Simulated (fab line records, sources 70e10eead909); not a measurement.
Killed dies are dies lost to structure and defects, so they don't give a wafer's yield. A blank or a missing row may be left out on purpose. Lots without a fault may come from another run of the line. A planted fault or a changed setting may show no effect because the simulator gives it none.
Chamber matching | flow nand_harc | NHARC_P_M0_PRE_CLEAN_31 on pecvd-02: 3 sister chambers
The step time 12 s. 16 wafers are shown with their chamber, then 8 later ones without.

WAFERS WITH THEIR CHAMBER
wafer  | chamber | heater_power_outer_w (W) | heater_power_w (W)
L077.1 | 0       | 359                      | 655
L077.4 | 0       | 360                      | 639
L077.6 | 2       | 319                      | 598
L078.2 | 1       | 433                      | 684
L078.5 | 0       | 281                      | 542
L078.6 | 2       | 286                      | 539
L090.1 | 1       | 429                      | 656
L090.2 | 0       | 378                      | 653
L090.6 | 0       | 380                      | 680
L089.4 | 2       | 315                      | 587
L089.5 | 1       | 427                      | 654
L089.6 | 0       | 343                      | 612
L094.1 | 2       | 306                      | 585
L094.2 | 1       | 375                      | 566
L094.4 | 2       | 304                      | 576
L093.2 | 2       | 362                      | 677

SIGNATURES (means of the wafers above)
reading              | chamber 0 | chamber 1 | chamber 2 | scatter within a chamber
heater_power_outer_w | 350.17    | 416.00    | 315.33    | 30.6
heater_power_w       | 630.17    | 640.00    | 593.67    | 48.1
Rule: a wafer's distance from a chamber is the root of the sum, over the readings, of the square of ((its reading less the chamber's mean) divided by the reading's scatter). The wafer belongs to the nearest chamber; if the next one is less than 2 further off, it can't be placed. The scatter: the root of (the sum of the squares of (reading less its chamber's mean) over the shown wafers, divided by (wafers less chambers)).

WAFERS WITHOUT THEIR CHAMBER
wafer  | heater_power_outer_w (W) | heater_power_w (W)
L093.5 | 381                      | 678
L093.6 | 438                      | 667
L095.2 | 370                      | 650
L095.3 | 344                      | 640
L095.4 | 403                      | 610
L097.4 | 329                      | 607
L097.5 | 380                      | 604
L097.6 | 327                      | 602

WHICH CHAMBER EACH WENT THROUGH
wafer  | from the rows above          | in truth
L093.5 | can't be placed: 1 or 0 or 2 | 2
L093.6 | 1                            | 1
L095.2 | can't be placed: 0 or 1 or 2 | 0
L095.3 | can't be placed: 0 or 2      | 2
L095.4 | can't be placed: 1 or 0      | 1
L097.4 | can't be placed: 2 or 0      | 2
L097.5 | can't be placed: 0 or 1 or 2 | 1
L097.6 | can't be placed: 2 or 0      | 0
Placed correctly: 1 of 8. Can't be placed from these rows: 7 (the true chamber is among the candidates in 7). Placed wrongly: 0.
